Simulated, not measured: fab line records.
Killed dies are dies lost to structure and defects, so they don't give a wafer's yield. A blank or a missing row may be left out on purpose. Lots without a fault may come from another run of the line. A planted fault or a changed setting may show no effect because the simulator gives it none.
A lot that was struck, set against a sound lot | flow n5Finfet | 16 steps out of a route of 1938
Sound: these wafers, L286.1, L286.2, L286.3. Struck: wafers L276.1, L276.4. At the end, the cause is stated.
Order at every step that has rows: each side's tool, ch and its chambers, its first start. Under that, the readings that differ: sound wafers | struck wafers | difference of the means | sigmas: that difference in standard deviations of wafers without a fault.
alike: readings whose means differ by less than 2 such deviations, and words and numbers that are the same on both sides. not compared: withheld readings, readings that some wafer has no value for, bounds like >300 that may hide the same value, and numbers for which the record gives no deviation and whose values overlap.
Wherever a step has rows on one side only, a row that says differs or no value, or a row with sigmas, the two part there. Numbers that have no deviation but don't overlap get no sigmas and don't part them. Lack of a reading on every wafer of one side parts them only where that side has two or more wafers.

first, 3 steps without rows for these wafers: N5_HKMG_FIN_STRIP_33 (strips in N2/H2); N5_HKMG_FIN_STRIP_34 (strips in CF4); N5_HKMG_FIN_ETCH_35 (etches SOC in N2/H2, target depth 215.8 nm, time 243.4 s).
N5_HKMG_FIN_STRIP_92: strips SOC in N2/H2, time 20 s.
  sound on rieDiel-01 ch 0,2,3, day 9 20:13; struck on rieDiel-01 ch 0,2, day 7 08:56
  alike: drypumpMotorCurrentA, oesProductAu, rfVppV, showerheadPlenumPTorr, throttleValvePct
  not compared: rfHoursCounterH
then, 1 step without rows for these wafers: N5_HKMG_FIN_WET_ETCH_18 (etches TiN in SC1, time 55 s, target depth 5.2 nm, rinse time 30 s).
N5_HKMG_FIN_STRIP_19: strips in N2/H2, time 360 s.
  sound on plasmaAsher-02 ch 0,1, day 9 20:22; struck on plasmaAsher-02 ch 0,1, day 7 09:04
  alike: drypumpMotorCurrentA, heaterPowerW
  not compared: rfHoursCounterH
N5_HKMG_FIN_ALD_91: deposits TiN, target thk 1 nm, pulse time 1 s, purge time 3 s.
  sound on aldMetal-03 ch 0,1,3, day 9 20:45; struck on aldMetal-03 ch 1,2, day 7 09:28
reading            | sound          | struck    | difference | sigmas
sinceWetCleanH (h) | 4491 4491 4491 | 4432 4432 | -59        | 
  alike: heaterPowerW, precursorPulseHeightRel
  not compared: coReactantPulseTimeS
then, 2 steps without rows for these wafers: N5_HKMG_FIN_COAT_85 (time 60 s, resist thk 300 nm); N5_HKMG_FIN_ETCH_86 (etches SOC in N2/H2, stops on TiN, target depth 393.2 nm).
N5_HKMG_FIN_STRIP_89: strips SOC in N2/H2, time 20 s.
  sound on rieDiel-05 ch 0,1,2, day 9 21:09; struck on rieDiel-01 ch 0,3, day 7 09:52
  alike: drypumpMotorCurrentA, oesProductAu, rfVppV, showerheadPlenumPTorr, throttleValvePct
  not compared: rfHoursCounterH
then, 2 steps without rows for these wafers: N5_HKMG_FIN_WET_ETCH_87 (etches TiN in SC1, time 154.2 s, target depth 4.7 nm, rinse time 30 s); N5_HKMG_FIN_STRIP_88 (strips in N2/H2, time 360 s).
N5_HKMG_FIN_NWFM_ALD_20: deposits TiAlC, target thk 2 nm, pulse time 3 s, purge time 2 s.
  sound on aldMetal-01 ch 0,2,3, day 9 21:43; struck on aldMetal-04 ch 0,2, day 7 10:26
reading                  | sound          | struck        | difference | sigmas
coReactantPulseTimeS (s) | 10 10 10       | 9.4703 9.4703 | -0.5297    | 
sinceWetCleanH (h)       | 6030 6030 6030 | 2894 2894     | -3136      | 
  alike: heaterPowerW, precursorPulseHeightRel
N5_HKMG_FIN_ALD_71: deposits TiN, target thk 1 nm, pulse time 1 s, purge time 3 s.
  sound on aldMetal-01 ch 0,2,3, day 9 21:49; struck on aldMetal-04 ch 0,2, day 7 10:32
reading            | sound          | struck    | difference | sigmas
sinceWetCleanH (h) | 6031 6031 6031 | 2894 2894 | -3137      | 
  alike: heaterPowerW, precursorPulseHeightRel
  not compared: coReactantPulseTimeS
-- a jump in the record: the struck wafers' starts before and after are 4 days apart (it breaks off in module HKMG_FIN and resumes in module BEOL_M4, where the first step shown is number 1111 of the route) --
N5_BEOL_M4_RC_MEAS_101:
  sound on prober-01 ch 0, day 13 21:26; struck on prober-01 ch 0, day 11 19:07
reading       | sound          | struck    | difference | sigmas
SS_N (mV/dec) | 71.2 71.5 71.1 | 72.0 72.8 | +1.1       | +2
  alike: DIBL_N, DIBL_P, IOFF_N, IOFF_P, ION_N, ION_P, SS_P, VT_N, VT_P
-- here the record skips 4 days between the struck wafers' starts before and after, leaving off in module BEOL_M4 and picking up in module PASSIVATION (first step shown: number 1936 of the route) --
N5_PASSIVATION_PROBE_49:
  rows exist in the record for the struck wafers here (prober-02, day 16 04:52), but not for the sound ones

== WHERE THEY PART ==
Last at N5_PASSIVATION_PROBE_49 as far as this record goes, first at N5_BEOL_M4_RC_MEAS_101.

WHY: what had been put in by the simulator
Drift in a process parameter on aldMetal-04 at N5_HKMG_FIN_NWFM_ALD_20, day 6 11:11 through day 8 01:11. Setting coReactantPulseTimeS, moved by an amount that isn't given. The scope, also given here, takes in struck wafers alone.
